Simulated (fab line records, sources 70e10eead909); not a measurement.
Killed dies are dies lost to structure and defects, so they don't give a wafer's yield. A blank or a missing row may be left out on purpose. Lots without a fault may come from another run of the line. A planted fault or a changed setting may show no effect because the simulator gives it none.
Chamber matching | flow nand_harc | NHARC_A_STAIRCASE_STRIP_476 on rie_diel-13: 4 sister chambers
The step strips in O2, time 20 s. 18 wafers are shown with their chamber, then 9 later ones without.

WAFERS WITH THEIR CHAMBER
wafer  | chamber | drypump_motor_current_A (A) | showerhead_plenum_p_Torr (Torr) | oes_product_au (a.u.)
L074.1 | 0       | 5.4                         | 3.57                            | 1.002
L074.2 | 1       | 5.7                         | 3.44                            | 1.028
L074.5 | 0       | 5.4                         | 3.57                            | 0.997
L080.2 | 1       | 5.7                         | 3.43                            | 1.018
L080.4 | 2       | 5.9                         | 3.43                            | 0.985
L080.5 | 3       | 6.2                         | 3.47                            | 0.986
L082.2 | 1       | 5.7                         | 3.43                            | 1.023
L082.4 | 2       | 5.9                         | 3.43                            | 0.988
L082.6 | 2       | 5.9                         | 3.43                            | 0.994
L084.1 | 0       | 5.4                         | 3.54                            | 1.011
L084.2 | 2       | 5.9                         | 3.43                            | 0.980
L084.3 | 3       | 6.3                         | 3.47                            | 0.992
L083.2 | 0       | 5.4                         | 3.54                            | 1.000
L083.3 | 2       | 5.9                         | 3.43                            | 0.992
L083.5 | 1       | 5.7                         | 3.42                            | 1.008
L088.3 | 1       | 5.7                         | 3.41                            | 1.010
L088.5 | 0       | 5.4                         | 3.53                            | 0.988
L088.6 | 3       | 6.3                         | 3.46                            | 0.983

SIGNATURES (means of the wafers above)
reading                  | chamber 0 | chamber 1 | chamber 2 | chamber 3 | scatter within a chamber
drypump_motor_current_A  | 5.400     | 5.700     | 5.900     | 6.267     | 0.0218
showerhead_plenum_p_Torr | 3.5500    | 3.4260    | 3.4300    | 3.4667    | 0.0119
oes_product_au           | 0.99960   | 1.01740   | 0.98780   | 0.98700   | 0.00723
Rule: a wafer's distance from a chamber is the root of the sum, over the readings, of the square of ((its reading less the chamber's mean) divided by the reading's scatter). The wafer belongs to the nearest chamber; if the next one is less than 2 further off, it can't be placed. The scatter: the root of (the sum of the squares of (reading less its chamber's mean) over the shown wafers, divided by (wafers less chambers)).

WAFERS WITHOUT THEIR CHAMBER
wafer  | drypump_motor_current_A (A) | showerhead_plenum_p_Torr (Torr) | oes_product_au (a.u.)
L091.2 | 5.9                         | 3.42                            | 0.993
L091.3 | 6.3                         | 3.46                            | 0.983
L091.6 | 5.9                         | 3.42                            | 0.991
L093.3 | 6.2                         | 3.45                            | 0.974
L093.5 | 5.4                         | 3.53                            | 0.989
L093.6 | 5.7                         | 3.41                            | 0.995
L095.1 | 5.4                         | 3.52                            | 1.012
L095.4 | 6.2                         | 3.45                            | 0.979
L095.5 | 5.9                         | 3.41                            | 0.993

WHICH CHAMBER EACH WENT THROUGH
wafer  | from the rows above | in truth
L091.2 | 2                   | 2
L091.3 | 3                   | 3
L091.6 | 2                   | 2
L093.3 | 3                   | 3
L093.5 | 0                   | 0
L093.6 | 1                   | 1
L095.1 | 0                   | 0
L095.4 | 3                   | 3
L095.5 | 2                   | 2
Placed correctly: 9 of 9. Can't be placed from these rows: 0. Placed wrongly: 0.
